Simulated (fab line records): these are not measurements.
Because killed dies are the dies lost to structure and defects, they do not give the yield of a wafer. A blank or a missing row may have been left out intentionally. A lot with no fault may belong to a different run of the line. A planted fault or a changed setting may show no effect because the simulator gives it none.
fab line records	flow nand_harc
record: lots: 7	wafers: 21	last_day: 34
route steps=1302 shown A_CHANNEL_HOLE_D2@579
lots that met no fault: taken from a fault-free run of the same line
start_h: start of the lot's first displayed wafer, in hours after the record's first day	wait_h: time in hours since the lot's previous step	" as in the row above	L1.1+2: several wafers, shown together as one row	- value missing, or start not given	* or withheld: withheld	< > ~ a bound
route shown NAME@n: a module of which the file shows steps, and the number in the route of the first	usual: mean/standard deviation of fault-free wafers	same: alike in all rows	chamber/n: place in a boat	sites: readings site by site	_std_site: standard deviation of those values	_edge_site: outer sites' mean less inner sites'	radius_mm: for every site, how far away it sits from the centre of the wafer	mask NAME#n: copy n	behind: the tool/chamber that last shaped the wafer	hold: cause of the lot's hold/its duration in hours/its outcome	device: transistor that didn't switch, given as n, p or np	end of line: at the end of the route, the tests of the same wafers	a step with no rows: only its recipe	killed: dies lost to structure and defects at the first sort, not the wafer's yield	map: the dies of a wafer, with x for killed, . for not killed, _ for no die there
set.NAME: the setting as run; set.NAME@STEP: as run at that earlier step	model.NAME: the simulator's own value behind a step, which no gauge read
lots at some steps of the route; a table a step, a row a wafer
services: a tool's chamber out of use, with start hour (start_h, from the record's first day; less than 0 if before it), hours out, and reason
== steps ==
step: NHARC_A_CHANNEL_HOLE_D2_EXPOSE_07
recipe: na: 1.35	target_cd_nm: 100	sigma_outer: 0.3	dose_mj: 59.65	mask_id: HOLE_D2
step: NHARC_A_CHANNEL_HOLE_D2_PEB_08
recipe: peb_temp_c: 100	peb_time_s: 65
step: NHARC_A_CHANNEL_HOLE_D2_DEVELOP_09
recipe: develop_time_s: 35	dev_temp_c: 23
step: NHARC_A_CHANNEL_HOLE_D2_CD_MEAS_10
recipe: target_cd_nm: 100	landing_energy_ev: 500
usual: cd_nm: 100.2/0.5
lot.wafer	tool	chamber	start_h	wait_h	cd_nm
L146.1	cd_sem-03	0	368.31	-	100.1
L146.4	"	0	"	"	100.8
L146.5	"	0	"	"	100.4
L148.3	cd_sem-01	0	395.13	-	100.2
L148.4	"	0	"	"	101.0
L148.5	"	0	"	"	100.1
L149.4	cd_sem-03	0	411.45	-	101.2
L149.5	"	0	"	"	100.0
L149.6	"	0	"	"	100.1
L151.1	cd_sem-01	0	422.63	-	100.0
L151.2	"	0	"	"	100.6
L151.4	"	0	"	"	100.2
L152.2	cd_sem-02	0	441.96	-	99.9
L152.3	"	0	"	"	100.8
L152.4	"	0	"	"	100.6
L158.2	cd_sem-01	0	490.24	-	99.7
L158.3	"	0	"	"	100.3
L158.6	"	0	"	"	99.1
L161.1	cd_sem-01	0	532.02	-	99.1
L161.2	"	0	"	"	99.7
L161.4	"	0	"	"	100.1
step: NHARC_A_CHANNEL_HOLE_D2_OVL_MEAS_11
usual: overlay_x_nm: 0.0/1	overlay_y_nm: 0.0/0.6
lot.wafer	tool	chamber	start_h	wait_h	overlay_x_nm	overlay_y_nm
L146.1	overlay-01	-	368.40	-	-1.3	-0.6
L146.4	"	-	"	"	-2.7	-0.1
L146.5	"	-	"	"	-1.9	-0.3
L148.3	overlay-02	-	395.21	-	1.5	0.8
L148.4	"	-	"	"	1.3	0.2
L148.5	"	-	"	"	1.0	0.8
L149.4	overlay-02	-	411.53	-	-0.3	0.7
L149.5	"	-	"	"	-0.3	0.3
L149.6	"	-	"	"	-0.6	0.6
L151.1	overlay-01	-	422.72	-	-1.1	0.1
L151.2	"	-	"	"	-1.5	0.5
L151.4	"	-	"	"	-1.3	0.7
L152.2	overlay-01	-	442.04	-	-0.2	1.1
L152.3	"	-	"	"	-0.8	1.2
L152.4	"	-	"	"	-0.6	1.2
L158.2	overlay-01	-	490.33	-	-0.9	-0.2
L158.3	"	-	"	"	-0.7	-0.5
L158.6	"	-	"	"	-0.2	-0.1
L161.1	overlay-02	-	532.11	-	0.7	0.5
L161.2	"	-	"	"	0.3	-0.3
L161.4	"	-	"	"	0.8	0.6
step: NHARC_A_CHANNEL_HOLE_D2_INSPECT_12
usual: raw_defect_count: 30/21
lot.wafer	tool	chamber	start_h	wait_h	raw_defect_count
L146.1	defect_inspect-02	-	368.44	0.0	62
L146.4	"	-	"	"	47
L146.5	"	-	"	"	52
L148.3	defect_inspect-02	-	395.25	0.0	63
L148.4	"	-	"	"	55
L148.5	"	-	"	"	51
L149.4	defect_inspect-01	-	411.57	0.0	5
L149.5	"	-	"	"	12
L149.6	"	-	"	"	17
L151.1	defect_inspect-02	-	422.75	0.0	60
L151.2	"	-	"	"	54
L151.4	"	-	"	"	66
L152.2	defect_inspect-02	-	442.08	0.0	15
L152.3	"	-	"	"	14
L152.4	"	-	"	"	8
L158.2	defect_inspect-02	-	490.37	0.0	27
L158.3	"	-	"	"	25
L158.6	"	-	"	"	28
L161.1	defect_inspect-02	-	532.14	0.0	20
L161.2	"	-	"	"	35
L161.4	"	-	"	"	25
step: NHARC_A_CHANNEL_HOLE_D2_DESCUM_15
recipe: time_s: 3	o2_flow_sccm: 200	ar_flow_sccm: 0	bias_power_w: 0	chemistry: O2
usual: drypump_motor_current_A: 6.1/0.56	o2_flow_sccm: 200.0/0.63	oes_product_au: 1.003/0.01	rf_vpp_V: 57.8/0.87	showerhead_plenum_p_Torr: 1.91/0.09	throttle_valve_pct: 11.312/0.0095
lot.wafer	tool	chamber	start_h	wait_h	drypump_motor_current_A	o2_flow_sccm	oes_product_au	rf_hours_counter_h	rf_vpp_V	showerhead_plenum_p_Torr	throttle_valve_pct
L146.1	rie_diel-02	0	368.51	0.1	6.3	200.0	1.033	6.5	56.0	1.77	11.310
L146.4	"	1	"	"	6.0	200.5	1.014	6.9	58.5	2.01	11.316
L146.5	"	3	"	"	4.7	200.7	1.019	-	59.1	2.05	11.304
L148.4	rie_diel-04	3	395.31	0.1	5.4	199.2	0.995	2.9	57.3	1.90	11.307
L148.3	"	1	"	"	6.8	201.2	1.001	2.4	58.1	1.90	11.324
L148.5	"	3	"	"	5.4	200.0	1.006	-	58.1	1.90	11.302
L149.4	rie_diel-08	1	411.66	0.1	5.4	200.1	0.997	1.6	58.4	1.91	11.309
L149.5	"	2	"	"	5.8	199.9	1.002	-	59.0	2.04	11.312
L149.6	"	3	"	"	6.6	199.9	1.017	-	56.8	1.86	11.310
L151.2	rie_diel-02	1	422.82	0.1	6.0	198.9	1.007	1.2	58.8	2.01	11.319
L151.1	"	2	"	"	6.2	198.9	1.003	0.7	56.6	1.82	11.325
L151.4	"	0	"	"	6.2	200.4	1.012	1.3	57.5	1.77	11.304
L152.2	rie_diel-02	2	442.16	0.1	6.3	199.1	1.009	1.8	57.7	1.82	11.302
L152.4	"	0	"	"	6.2	199.5	1.003	-	58.3	1.77	11.314
L152.3	"	2	"	"	6.3	199.1	1.011	-	59.1	1.82	11.307
L158.3	rie_diel-02	2	490.44	0.1	6.3	199.8	0.997	4.5	56.6	1.82	11.313
L158.2	"	3	"	"	4.7	199.7	0.999	3.3	58.2	2.05	11.292
L158.6	"	2	"	"	6.3	199.1	0.999	-	58.3	1.82	11.311
L161.4	rie_diel-08	2	532.20	0.1	5.7	199.9	0.990	11.0	58.6	2.03	11.309
L161.1	"	3	"	"	6.6	199.4	1.009	9.6	56.9	1.86	11.299
L161.2	"	0	"	"	6.3	201.1	1.001	8.1	56.5	1.86	11.310
step: NHARC_A_CHANNEL_HOLE_D2_ETCH_38
recipe: target_depth_a: 390	over_etch_frac: 0.3	time_s: 65	ion_energy_ev: 80	cf4_flow_sccm: 150	ar_flow_sccm: 0	rf_w: 300	bias_w: 100	chemistry: CF4
usual: bias_w: 100.0/0.33	cf4_flow_sccm: 150.0/0.44	drypump_motor_current_A: 6.1/0.6	oes_product_au: 1.001/0.01	rf_vpp_V: 151.4/1.2	showerhead_plenum_p_Torr: 1.76/0.075	throttle_valve_pct: 13.283/0.0091
lot.wafer	tool	chamber	start_h	wait_h	bias_w	cf4_flow_sccm	drypump_motor_current_A	oes_product_au	rf_hours_counter_h	rf_vpp_V	showerhead_plenum_p_Torr	throttle_valve_pct
L146.1	rie_diel-02	3	368.59	0.1	100.5	150.4	4.7	1.009	6.3	153.7	1.89	13.283
L146.4	"	1	"	"	99.9	150.1	6.0	1.006	7.0	152.0	1.85	13.289
L146.5	"	2	"	"	99.6	149.8	6.3	1.004	-	149.6	1.69	13.292
L148.4	rie_diel-04	1	395.39	0.1	100.2	149.1	6.7	1.000	2.4	151.2	1.75	13.286
L148.3	"	0	"	"	100.3	150.5	6.5	0.987	2.4	152.1	1.84	13.278
L148.5	"	1	"	"	99.9	149.8	6.7	1.007	-	152.6	1.75	13.290
L149.4	rie_diel-08	3	411.73	0.1	99.9	150.0	6.6	1.004	1.9	150.6	1.72	13.278
L149.5	"	0	"	"	100.3	150.4	6.3	0.993	-	149.8	1.73	13.288
L149.6	"	1	"	"	100.1	150.3	5.4	0.991	-	150.9	1.76	13.297
L151.1	rie_diel-02	3	422.90	0.1	100.7	149.9	4.7	0.994	1.1	151.9	1.89	13.287
L151.4	"	0	"	"	100.0	150.3	6.3	1.010	1.3	151.2	1.65	13.274
L151.2	"	2	"	"	99.9	150.1	6.3	0.997	0.7	149.4	1.69	13.273
L152.2	rie_diel-02	0	442.29	0.1	99.4	149.7	6.2	1.000	2.2	150.4	1.65	13.289
L152.4	"	2	"	"	100.1	150.4	6.2	0.997	-	150.6	1.69	13.288
L152.3	"	0	"	"	99.4	149.4	6.2	1.008	-	149.0	1.65	13.275
L158.3	rie_diel-02	0	490.51	0.1	99.9	150.0	6.3	1.015	5.4	149.5	1.65	13.281
L158.2	"	3	"	"	99.8	150.4	4.7	0.994	3.3	153.0	1.89	13.281
L158.6	"	1	"	"	99.7	149.9	6.0	1.013	-	153.7	1.85	13.292
L161.1	rie_diel-08	1	532.30	0.1	100.3	149.7	5.4	0.990	10.5	150.1	1.76	13.270
L161.4	"	2	"	"	100.5	150.1	5.8	0.997	11.0	151.7	1.87	13.299
L161.2	"	3	"	"	100.6	149.8	6.5	1.008	9.6	150.8	1.72	13.304
step: NHARC_A_CHANNEL_HOLE_D2_ETCH_39
recipe: target_depth_a: 2600	over_etch_frac: 0.3	time_s: 325	ion_energy_ev: 200	n2_flow_sccm: 150	h2_flow_sccm: 150	ar_flow_sccm: 0	rf_w: 400	bias_w: 150	chemistry: N2/H2
usual: bias_w: 150.0/0.44	chamber_pressure_mTorr: 29.997/0.026	drypump_motor_current_A: 6.1/0.56	h2_flow_sccm: 150.0/0.42	oes_product_au: 1.003/0.01	rf_vpp_V: 430.4/2.8	showerhead_plenum_p_Torr: 2.03/0.098	throttle_valve_pct: 14.171/0.0091
lot.wafer	tool	chamber	start_h	wait_h	bias_w	chamber_pressure_mTorr	drypump_motor_current_A	h2_flow_sccm	oes_product_au	rf_hours_counter_h	rf_vpp_V	showerhead_plenum_p_Torr	throttle_valve_pct
L146.1	rie_diel-02	0	-	-	150.2	29.973	6.2	149.6	1.017	6.6	426.5	1.89	14.174
L146.4	"	2	"	"	149.8	29.984	6.3	150.0	0.994	6.7	428.4	1.93	14.175
L146.5	"	1	"	"	148.9	29.970	6.0	150.2	1.008	-	433.3	2.15	14.168
L148.3	rie_diel-04	2	-	-	149.8	30.000	6.8	150.6	1.010	3.0	429.4	1.98	14.173
L148.4	"	3	"	"	150.3	29.965	5.4	149.6	0.995	3.0	428.7	2.02	14.189
L148.5	"	2	"	"	149.1	29.994	6.8	150.3	1.022	-	428.6	1.98	14.162
L149.4	rie_diel-08	2	-	-	150.0	30.044	5.8	150.4	1.005	2.1	435.5	2.18	14.185
L149.5	"	0	"	"	149.8	29.985	6.3	149.5	1.004	-	429.5	1.99	14.170
L149.6	"	1	"	"	150.1	30.028	5.4	149.5	0.992	-	430.7	2.03	14.160
L151.4	rie_diel-02	1	-	-	150.0	29.999	6.0	149.5	0.998	1.3	433.9	2.15	14.175
L151.2	"	2	"	"	149.9	29.968	6.3	149.7	0.999	0.7	428.7	1.93	14.170
L151.1	"	3	"	"	149.8	30.007	4.7	150.4	0.997	1.2	434.8	2.19	14.159
L152.2	rie_diel-02	0	442.45	0.2	150.0	30.022	6.3	149.7	1.009	2.3	427.1	1.89	14.165
L152.4	"	2	"	"	150.1	29.979	6.3	149.7	1.014	-	427.2	1.93	14.170
L152.3	"	0	"	"	149.8	29.978	6.3	149.9	1.004	-	424.5	1.89	14.171
L158.3	rie_diel-02	0	-	-	149.6	30.017	6.3	149.6	1.012	5.5	426.1	1.89	14.172
L158.2	"	2	"	"	149.3	29.991	6.3	150.1	0.993	4.6	428.3	1.93	14.162
L158.6	"	0	"	"	150.3	29.988	6.3	149.5	1.012	-	426.8	1.88	14.161
L161.4	rie_diel-08	2	-	-	149.4	29.943	5.7	151.1	0.993	11.0	433.9	2.17	14.161
L161.2	"	3	"	"	150.5	30.036	6.6	150.2	1.020	9.7	427.9	1.98	14.181
L161.1	"	0	"	"	149.7	29.988	6.3	150.0	0.988	8.2	428.5	1.99	14.155
step: NHARC_A_CHANNEL_HOLE_D2_ETCH_34
recipe: target_depth_a: 1540	time_s: 77	cf4_flow_sccm: 100	chf3_flow_sccm: 30	ar_flow_sccm: 0	rf_w: 500	bias_w: 200	chemistry: CF4/CHF3
usual: bias_w: 200.0/0.57	cf4_flow_sccm: 99.98/0.28	drypump_motor_current_A: 6.0/0.61	oes_product_au: 0.966/0.016	rf_vpp_V: 370.5/2.5	showerhead_plenum_p_Torr: 1.57/0.071	throttle_valve_pct: 16.802/0.0092
lot.wafer	tool	chamber	start_h	wait_h	bias_w	cf4_flow_sccm	drypump_motor_current_A	oes_product_au	rf_hours_counter_h	rf_vpp_V	showerhead_plenum_p_Torr	throttle_valve_pct
L146.1	rie_diel-02	1	-	-	199.3	99.78	6.0	0.992	7.2	373.7	1.65	16.795
L146.4	"	2	"	"	200.8	99.44	6.3	0.987	6.8	366.2	1.50	16.798
L146.5	"	3	"	"	200.1	99.69	4.7	0.969	-	375.0	1.68	16.806
L148.3	rie_diel-04	2	-	-	199.8	99.94	6.8	0.988	3.2	369.3	1.53	16.811
L148.4	"	0	"	"	199.4	99.78	6.5	0.945	2.5	371.8	1.64	16.808
L148.5	"	3	"	"	199.9	100.17	5.4	0.951	-	370.0	1.56	16.797
L149.4	rie_diel-08	2	-	-	200.1	99.39	5.7	0.960	2.1	374.7	1.67	16.820
L149.6	"	2	"	"	200.3	99.70	5.7	0.953	-	373.7	1.67	16.801
L149.5	"	3	"	"	200.6	99.96	6.6	0.973	-	369.1	1.53	16.811
L151.1	rie_diel-02	0	-	-	200.7	100.64	6.2	0.979	1.5	367.2	1.46	16.797
L151.4	"	1	"	"	200.4	99.67	6.0	0.967	1.5	373.2	1.65	16.810
L151.2	"	3	"	"	199.7	99.73	4.7	0.984	1.3	373.1	1.68	16.799
L152.2	rie_diel-02	0	442.81	0.3	199.6	99.99	6.2	0.959	2.5	366.1	1.46	16.813
L152.4	"	2	"	"	199.8	99.81	6.3	0.953	-	368.4	1.50	16.808
L152.3	"	0	"	"	199.8	99.49	6.3	0.948	-	366.1	1.46	16.800
L158.3	rie_diel-02	2	-	-	200.3	99.66	6.3	0.960	4.7	368.2	1.50	16.813
L158.2	"	3	"	"	200.4	99.62	4.7	0.975	3.5	375.3	1.68	16.801
L158.6	"	2	"	"	199.4	100.20	6.3	0.969	-	369.1	1.50	16.803
L161.1	rie_diel-08	1	-	-	199.7	100.07	5.4	0.969	10.6	369.7	1.57	16.819
L161.2	"	2	"	"	199.6	100.03	5.8	0.960	11.2	372.6	1.67	16.782
L161.4	"	0	"	"	200.5	99.53	6.3	0.958	8.2	370.0	1.54	16.788
step: NHARC_A_CHANNEL_HOLE_D2_ETCH_16
recipe: target_depth_a: 31000	over_etch_frac: 0.3	time_s: 806	ion_energy_ev: 150	o2_flow_sccm: 400	cos_flow_sccm: 20	ar_flow_sccm: 0	rf_w: 500	bias_w: 300	chemistry: O2/COS
step: NHARC_A_CHANNEL_HOLE_D2_CD_MEAS_18
usual: cd_nm: 99.8/2.1
lot.wafer	tool	chamber	start_h	wait_h	cd_nm
L146.1	cd_sem-02	-	369.60	-	99.9
L146.4	"	-	"	"	101.5
L146.5	"	-	"	"	103.2
L148.3	cd_sem-03	-	396.41	-	100.5
L148.4	"	-	"	"	101.8
L148.5	"	-	"	"	99.2
L149.4	cd_sem-01	-	412.74	-	101.8
L149.5	"	-	"	"	102.8
L149.6	"	-	"	"	99.7
L151.1	cd_sem-01	-	423.93	-	99.7
L151.2	"	-	"	"	100.6
L151.4	"	-	"	"	100.3
L152.2	cd_sem-01	-	443.89	0.8	99.2
L152.3	"	-	"	"	98.8
L152.4	"	-	"	"	95.9
L158.2	cd_sem-01	-	491.53	-	100.0
L158.3	"	-	"	"	98.7
L158.6	"	-	"	"	99.1
L161.1	cd_sem-02	-	533.31	-	98.8
L161.2	"	-	"	"	98.5
L161.4	"	-	"	"	101.3
step: NHARC_A_CHANNEL_HOLE_D2_ETCH_19
recipe: bias_v: 1200	source_w: 2500	pressure_mtorr: 15	time_s: 34.5	ar_flow_sccm: 375	c4f8_flow_sccm: 28.8	o2_flow_sccm: 96.2	temp_c: -20	target_depth_a: *	chemistry: C4F8/O2/Ar
usual: bias_v: 1201/12	c4f8_flow_sccm: 28.80/0.088	drypump_motor_current_A: 5.98/0.24	o2_flow_sccm: 96.16/0.27	showerhead_plenum_p_Torr: 3.67/0.21	temp_c: -19.98/0.11	throttle_valve_pct: 37.037/0.0098
lot.wafer	tool	chamber	start_h	wait_h	bias_v	c4f8_flow_sccm	drypump_motor_current_A	o2_flow_sccm	rf_hours_counter_h	showerhead_plenum_p_Torr	temp_c	throttle_valve_pct
L146.1	har_etch-01	1	369.69	0.1	1219	28.84	6.25	96.39	196	3.49	-20.06	37.033
L146.4	"	0	"	"	1204	28.80	6.21	96.30	-	3.62	-20.02	37.027
L146.5	"	1	"	"	1210	28.77	6.23	96.88	-	3.49	-20.03	37.039
L148.3	har_etch-02	1	399.70	3.3	-	-	-	-	-	-	-	-
L148.4	"	0	"	"	-	-	-	-	-	-	-	-
L148.5	"	0	"	"	-	-	-	-	-	-	-	-
L149.4	har_etch-01	1	412.85	0.1	-	-	-	-	-	-	-	-
L149.5	"	1	"	"	-	-	-	-	-	-	-	-
L149.6	"	0	"	"	-	-	-	-	-	-	-	-
L151.2	har_etch-01	1	424.90	1.0	-	-	-	-	-	-	-	-
L151.1	"	0	"	"	-	-	-	-	-	-	-	-
L151.4	"	1	"	"	-	-	-	-	-	-	-	-
L152.2	har_etch-01	0	443.96	0.1	1194	28.65	6.24	95.67	245	3.59	-19.86	37.035
L152.3	"	0	"	"	1210	28.50	6.24	95.96	-	3.59	-19.85	37.031
L152.4	"	1	"	"	1198	28.66	6.24	95.93	-	3.46	-19.84	37.039
L158.2	har_etch-02	1	492.26	0.7	1196	28.91	5.77	96.18	61	3.95	-19.83	37.045
L158.3	"	1	"	"	1201	28.83	5.78	95.99	-	3.95	-19.76	37.046
L158.6	"	0	"	"	1190	28.85	5.70	96.08	-	3.95	-19.89	37.025
L161.2	har_etch-01	1	535.41	2.1	1217	28.76	6.27	95.29	294	3.44	-19.89	37.042
L161.1	"	0	"	"	1194	28.72	6.24	95.97	294	3.56	-19.88	37.050
L161.4	"	1	"	"	1192	28.66	6.28	95.44	-	3.44	-19.90	37.047
step: NHARC_A_CHANNEL_HOLE_D2_ETCH_20
recipe: bias_v: 3000	source_w: withheld	pressure_mtorr: 20	time_s: 361.9	ar_flow_sccm: 375	c4f8_flow_sccm: 89.3	o2_flow_sccm: 35.7	temp_c: -20	target_depth_a: 16000	chemistry: C4F8/O2/Ar
usual: c4f8_flow_sccm: 89.35/0.29	chamber_pressure_mTorr: 19.999/0.019	drypump_motor_current_A: 5.98/0.25	o2_flow_sccm: 35.69/0.12	showerhead_plenum_p_Torr: 3.63/0.2	temp_c: -20.00/0.1	throttle_valve_pct: 32.155/0.0094
lot.wafer	tool	chamber	start_h	wait_h	c4f8_flow_sccm	chamber_pressure_mTorr	drypump_motor_current_A	o2_flow_sccm	rf_hours_counter_h	showerhead_plenum_p_Torr	temp_c	throttle_valve_pct
L146.1	har_etch-01	1	369.84	0.1	89.41	20.016	6.26	35.76	196	3.46	-19.98	32.146
L146.4	"	0	"	"	89.01	19.998	6.26	35.70	-	3.58	-20.04	32.146
L146.5	"	1	"	"	89.33	20.022	6.27	35.82	-	3.46	-20.03	32.154
L148.3	har_etch-02	1	399.88	0.2	89.37	20.022	5.78	35.77	-	3.93	-20.05	32.156
L148.4	"	0	"	"	89.56	19.992	5.71	35.71	-	3.93	-20.02	32.169
L148.5	"	0	"	"	88.94	20.008	5.71	35.62	-	3.93	-20.03	32.173
L149.4	har_etch-01	1	413.03	0.2	88.95	20.000	6.22	35.50	-	3.44	-20.08	32.154
L149.5	"	1	"	"	89.20	19.993	6.24	35.78	-	3.44	-19.86	32.158
L149.6	"	0	"	"	89.28	19.997	6.25	35.62	-	3.56	-20.05	32.149
L151.2	har_etch-01	1	425.01	0.1	89.10	19.954	6.26	35.65	238	3.44	-19.87	32.151
L151.1	"	0	"	"	89.13	19.992	6.23	35.72	238	3.56	-20.01	32.162
L151.4	"	1	"	"	89.14	19.998	6.25	35.60	-	3.44	-20.08	32.154
L152.2	har_etch-01	0	444.07	0.1	89.36	19.999	6.25	35.63	245	3.55	-20.04	32.140
L152.3	"	0	"	"	88.98	19.982	6.24	35.67	-	3.55	-19.93	32.157
L152.4	"	1	"	"	89.89	20.002	6.22	35.79	-	3.43	-19.96	32.164
L158.2	har_etch-02	1	492.37	0.1	89.59	20.047	5.81	35.49	61	3.90	-20.30	32.157
L158.3	"	1	"	"	89.13	19.978	5.81	35.43	-	3.90	-20.13	32.162
L158.6	"	0	"	"	89.24	19.998	5.70	35.73	-	3.90	-20.00	32.157
L161.2	har_etch-01	1	535.52	0.1	88.90	19.975	6.24	35.55	294	3.41	-20.07	32.160
L161.1	"	0	"	"	89.34	19.979	6.27	35.59	294	3.53	-19.76	32.156
L161.4	"	1	"	"	88.95	19.957	6.21	35.61	-	3.41	-19.94	32.165
== services ==
tool	chamber	start_h	hours	kind
rie_diel-02	0	348.34	-	clean
rie_diel-02	1	348.34	-	clean
rie_diel-02	2	348.34	-	clean
rie_diel-02	3	348.34	-	clean
rie_diel-04	-	354.90	9.0	pm
rie_diel-08	3	364.20	11.9	repair
rie_diel-08	-	367.94	9.0	pm
rie_diel-02	0	372.84	-	clean
rie_diel-02	1	372.84	-	clean
rie_diel-02	2	372.84	-	clean
rie_diel-02	3	372.84	-	clean
har_etch-02	-	382.67	17.0	pm
rie_diel-02	-	384.13	0.6	repair
rie_diel-02	-	393.72	9.0	pm
rie_diel-02	0	393.72	9.0	vent_cycle
rie_diel-02	1	393.72	9.0	vent_cycle
rie_diel-02	2	393.72	9.0	vent_cycle
rie_diel-02	2	407.57	1.5	repair
rie_diel-08	0	415.51	6.7	repair
rie_diel-02	3	424.05	22.0	repair
rie_diel-04	1	427.49	2.5	repair
rie_diel-02	1	439.00	6.4	repair
rie_diel-02	-	453.16	1.0	repair
rie_diel-04	-	531.90	9.0	pm
== key ==
first_sign: step: NHARC_A_CHANNEL_HOLE_D2_ETCH_19	reading: tool_record	direction: missing
effect none on later readings
met_at NHARC_A_CHANNEL_HOLE_D2_ETCH_19
struck_wafers L148.3,L148.4,L148.5,L149.4,L149.5,L149.6,L151.1,L151.2,L151.4
later_rows_left_out L148.3,L148.4,L148.5,L149.4,L149.5,L149.6,L151.1,L151.2,L151.4
sort_left_out L148.3,L148.4,L148.5,L149.4,L149.5,L149.6,L151.1,L151.2,L151.4
tester_left_out L148,L149,L151
onset_between 369.69 399.70
fault: kind: skipped_step_whole	tool: har_etch-01,har_etch-02	chamber: -	onset_h: 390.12	steps: NHARC_A_CHANNEL_HOLE_D2_ETCH_19	scope: struck_lots_only
tester_left_out: of these lots the tester's yield and bins aren't shown, on N5 and GAA mostly nor the transistor test; their killed dies are dies lost to structure and defects alone, not to doping, threshold or leakage, so they don't give the yield
sort_left_out: the simulated sort isn't trusted on such a fault, so these wafers' sort isn't shown, and their yield isn't known
later_rows_left_out: the simulator's readings of these wafers behind a module that went badly wrong aren't trusted and aren't shown, but for the sort
